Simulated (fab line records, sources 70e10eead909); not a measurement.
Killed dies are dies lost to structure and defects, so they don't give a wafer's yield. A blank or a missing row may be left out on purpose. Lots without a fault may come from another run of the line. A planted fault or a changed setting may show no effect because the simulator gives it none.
Which tool did it? | flow nand_harc | 7 lots, 21 wafers sampled, at 5 steps of a route of 1302

WHAT THE GAUGES READ, wafer by wafer
NHARC_END_SORT_01.
lot  | measured     | on        | killed_at_periphery
L206 | day 25 15:17 | prober-02 | 1 2 3
L225 | day 32 00:02 | prober-01 | 4 1 3

WHICH TOOL RAN EACH LOT (tool, then ch and the chambers of the sampled wafers, then the start)
lot  | NHARC_A_CONTACT_DEP_28        | NHARC_THIN_TSV_DESCUM_14           | NHARC_THIN_TSV_PVD_51                   | NHARC_THIN_TSV_STRIP_56
L207 | acl_dep-01 ch 0, day 21 22:53 | rie_diel-02 ch 0,1,3, day 24 10:13 | pvd_sputter-03, day 24 16:55 or earlier | plasma_asher-01 ch 0,1, day 24 16:55
L206 | acl_dep-01 ch 0, day 22 06:29 | -                                  | -                                       | -
L213 | acl_dep-03 ch 0, day 23 21:07 | rie_diel-03 ch 0,1, day 26 06:44   | pvd_sputter-02, day 26 13:01 or earlier | plasma_asher-01 ch 0,1, day 26 13:01
L221 | acl_dep-02 ch 0, day 27 02:50 | rie_diel-02 ch 0,1,3, day 29 15:14 | pvd_sputter-03, day 29 21:37 or earlier | plasma_asher-01 ch 0,1, day 29 21:37
L222 | acl_dep-03 ch 0, day 27 17:24 | rie_diel-03 ch 0,2,3, day 30 08:35 | pvd_sputter-01, day 30 15:03 or earlier | plasma_asher-02 ch 0,1, day 30 15:03
L225 | acl_dep-03 ch 0, day 28 17:20 | rie_diel-03 ch 1,2, day 31 06:39   | pvd_sputter-01, day 31 13:07 or earlier | plasma_asher-01 ch 0,1, day 31 13:07
L228 | acl_dep-01 ch 0, day 30 00:06 | rie_diel-02 ch 0,1,3, day 32 15:58 | pvd_sputter-02, day 32 22:23 or earlier | plasma_asher-01 ch 0,1, day 32 22:23
- NHARC_A_CONTACT_DEP_28: deposits aC, target thk 7000 nm.
- NHARC_THIN_TSV_DESCUM_14: chemistry O2, time 3 s.
- NHARC_THIN_TSV_PVD_51: deposits Cu, target thk 100 nm.
- NHARC_THIN_TSV_STRIP_56: strips in O2.

THE ANSWER, worked out from the rows above alone
Rule: what is usual is taken from the lots themselves. Put in order of their means at a reading, lots are off if they are a third of the lots or fewer, leave a main group of 4 or more, and stand apart from it by a gap of 3 or more times the standard deviation of the main group's means; of several such gaps the widest counts. A main group whose means are all the same, to the digits that the tables above print for the reading, isn't used. A lot without any number at a reading at which 4 lots or more have one is off too. The other lots that the step has rows for count as sound.
No lot is off at any reading shown: from this, nothing can be told.

WHAT THE SIMULATOR HAD PUT IN
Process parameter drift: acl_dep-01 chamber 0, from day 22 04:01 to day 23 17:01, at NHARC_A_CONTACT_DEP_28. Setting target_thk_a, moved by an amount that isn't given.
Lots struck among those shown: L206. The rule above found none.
